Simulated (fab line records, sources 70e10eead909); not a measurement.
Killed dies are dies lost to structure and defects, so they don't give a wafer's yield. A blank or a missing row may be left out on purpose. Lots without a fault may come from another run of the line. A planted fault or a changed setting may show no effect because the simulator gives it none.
A struck lot beside a sound one | flow nand_harc | 14 steps out of a route of 1302
Sound: wafers L992.2, L992.3, L992.5. Struck: wafers L997.2, L997.3, L997.4. The cause comes at the end.
At each step with rows: each side's tool, then ch and its chambers, then its first start. Under that, the readings that differ: sound wafers | struck wafers | difference of the means | sigmas: that difference in standard deviations of wafers without a fault.
alike: readings whose means differ by less than 2 such deviations, and words and numbers that are the same on both sides. not compared: withheld readings, readings that some wafer has no value for, bounds like >300 that may hide the same value, and numbers for which the record gives no deviation and whose values overlap.
The two part at a step that has a row with sigmas, a row that says differs or no value, or rows on one side only. Numbers that don't overlap but have no deviation are shown without sigmas and don't part them. A reading that every wafer of one side lacks parts them only if that side has two wafers or more.

first, 8 steps without rows for these wafers: NHARC_A_M0_HMDS_02 (time 30 s); NHARC_A_M0_COAT_33 (time 65 s); NHARC_A_M0_COAT_03 (resist thk 90 nm); NHARC_A_M0_SOFTBAKE_04 (time 55 s); NHARC_A_M0_EBR_05; NHARC_A_M0_EXPOSE_06 (exposes mask A M0, target cd 80 nm); NHARC_A_M0_PEB_07 (peb time 65 s); NHARC_A_M0_DEVELOP_08 (develop time 35 s).
NHARC_A_M0_CD_MEAS_09: target cd 80 nm.
  sound on cd_sem-03 ch 0, day 26 05:05; struck on cd_sem-03 ch 0, day 28 16:37
  alike: cd_nm
NHARC_A_M0_OVL_MEAS_10: pitch 160 nm.
  sound on overlay-02, day 26 05:10; struck on overlay-01, day 28 16:42
  alike: overlay_x_nm, overlay_y_nm
NHARC_A_M0_INSPECT_11:
  sound on defect_inspect-01, day 26 05:12; struck on defect_inspect-01, day 28 16:44
  reading          | sound       | struck   | difference | sigmas
  raw_defect_count | 135 120 129 | 55 51 43 | -78        | -2
NHARC_A_M0_DESCUM_14: chemistry O2, time 3 s.
  sound on rie_diel-01 ch 1,2,3, day 26 05:17; struck on rie_diel-13 ch 0,2,3, day 28 16:47
  alike: drypump_motor_current_A, oes_product_au, rf_vpp_V, showerhead_plenum_p_Torr, throttle_valve_pct
  not compared: rf_hours_counter_h
NHARC_A_M0_ETCH_34: etches the open film in N2/H2, target depth 40 nm, overetch 12 nm, time 43.94 s.
  sound on rie_diel-01 ch 1,2,3, day 26 05:22; struck on rie_diel-13 ch 2,3, day 28 16:55
  no value came back on the struck wafers for any of 7 readings (bias_w (W), chamber_pressure_mTorr (mTorr) and others); on the sound wafers bias_w (W) reads 150.2 150.1 150.1
  not compared: rf_hours_counter_h
NHARC_A_M0_ETCH_15: etches the open film in C4F8/Ar, target depth 150 nm, overetch 15 nm, time 82.5 s.
  sound on rie_diel-01 ch 0,2,3; struck on rie_diel-13 ch 0,3, day 28 17:00
  alike: bias_w, chamber_pressure_mTorr, oes_product_au, rf_vpp_V
  not compared: rf_hours_counter_h

WHERE THEY PART
First at NHARC_A_M0_INSPECT_11; last, within this record, at NHARC_A_M0_ETCH_34. Later steps at which nothing parts them and some readings are alike: NHARC_A_M0_ETCH_15.

WHY: what the simulator had put in
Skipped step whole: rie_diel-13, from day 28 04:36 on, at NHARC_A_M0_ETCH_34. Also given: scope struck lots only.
